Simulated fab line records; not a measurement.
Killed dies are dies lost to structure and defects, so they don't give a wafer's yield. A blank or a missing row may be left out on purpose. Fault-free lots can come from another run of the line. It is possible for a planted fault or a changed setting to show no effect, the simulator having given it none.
The tool behind it: which one? | flow nand-harc | 33 wafers from 11 lots sampled at 4 of the route's 1302 steps

WHAT THE GAUGES READ, wafer by wafer
NHARC_A_CONTACT_OVL_MEAS_09.
lot  | measured     | on         | overlay-x-nm (nm)
L076 | day 23 06:40 | overlay-02 | 0.4 0.1 0.1
L078 | day 23 19:42 | overlay-01 | -0.7 -0.8 -0.6
L082 | day 25 07:29 | overlay-01 | -0.4 -0.7 0.2
L080 | day 25 15:25 | overlay-02 | -0.2 -0.5 -1.0
L084 | day 27 12:17 | overlay-01 | 1.8 2.3 0.8
L085 | day 27 14:38 | overlay-01 | 0.8 0.1 1.0
L089 | day 28 05:01 | overlay-01 | 0.8 0.5 0.6
L092 | day 28 22:48 | overlay-01 | 0.7 0.1 0.9
L091 | day 29 07:58 | overlay-02 | -1.3 -1.0 -1.2
L095 | day 31 01:20 | overlay-02 | 0.4 0.4 1.0
L094 | day 31 04:54 | overlay-02 | -0.2 -0.4 -0.2

EACH LOT AND THE TOOL THAT RAN IT (in order: tool; ch and the chambers of the sampled wafers; start)
lot  | NHARC_A_CONTACT_ETCH_77                       | NHARC_A_CONTACT_ETCH_132             | NHARC_A_CONTACT_DEP_85
L076 | rie-diel-05 ch 0,2,3, day 22 19:23 or earlier | har-cap-etch-03 ch 0,1, day 22 19:23 | pecvd-04 ch 0,2, day 23 05:53
L078 | rie-diel-05 ch 0,2,3, day 23 15:03 or earlier | har-cap-etch-03 ch 0,1, day 23 15:03 | pecvd-01 ch 0,1, day 23 18:57
L082 | rie-diel-06 ch 1,3, day 25 00:59 or earlier   | har-cap-etch-01 ch 0,1, day 25 00:59 | pecvd-04 ch 0,2, day 25 06:43
L080 | rie-diel-06 ch 1,2,3, day 25 08:59 or earlier | har-cap-etch-01 ch 0, day 25 08:59   | pecvd-04 ch 1,2, day 25 14:44
L084 | rie-diel-07 ch 1,2,3, day 27 04:01 or earlier | har-cap-etch-02 ch 0,1, day 27 04:01 | pecvd-01 ch 0,1,2, day 27 11:33
L085 | rie-diel-06 ch 0,1, day 27 08:55 or earlier   | har-cap-etch-01 ch 0,1, day 27 08:55 | pecvd-03 ch 1,2, day 27 13:52
L089 | rie-diel-06 ch 1,2, day 28 00:00 or earlier   | har-cap-etch-03 ch 0, day 28 00:00   | pecvd-03 ch 0,2, day 28 04:14
L092 | rie-diel-06 ch 0,1, day 28 15:05 or earlier   | har-cap-etch-03 ch 0,1, day 28 15:05 | pecvd-03 ch 1,2, day 28 22:08
L091 | rie-diel-07 ch 0,3, day 29 02:44 or earlier   | har-cap-etch-03 ch 0,1, day 29 02:44 | pecvd-04 ch 0,2, day 29 07:10
L095 | rie-diel-06 ch 0,1,2, day 30 18:10 or earlier | har-cap-etch-02 ch 0,1, day 30 18:10 | pecvd-04 ch 0,1,2, day 31 00:37
L094 | rie-diel-06 ch 0,2,3, day 30 23:13 or earlier | har-cap-etch-01 ch 0,1, day 30 23:13 | pecvd-01 ch 0,1,2, day 31 04:05
- NHARC_A_CONTACT_ETCH_77: etches the open film in CF4/CHF3, target depth 108.9 nm, time 54.5 s.
- NHARC_A_CONTACT_ETCH_132: etches the open film in C4F8/O2/Ar, time 197 s, target depth 1924 nm.
- NHARC_A_CONTACT_DEP_85: deposits SiON, target thk 60 nm.

THE ANSWER, worked out from the rows above alone
Rule: the usual values come from the lots themselves. Put in order of their means at a reading, lots are off if they are a third of the lots or fewer, leave a main group of 4 or more, and stand apart from it by a gap of 3 or more times the standard deviation of the main group's means; of several such gaps the widest counts. The tables above print the reading to a certain number of digits; a main group whose means all agree to those digits is not used. Also off: a lot with no number at a reading for which 4 or more lots have one. Any other lot the step has rows for is counted as sound.
None of the lots is off at any reading shown; this tells nothing.

WHAT WAS PUT IN BY THE SIMULATOR
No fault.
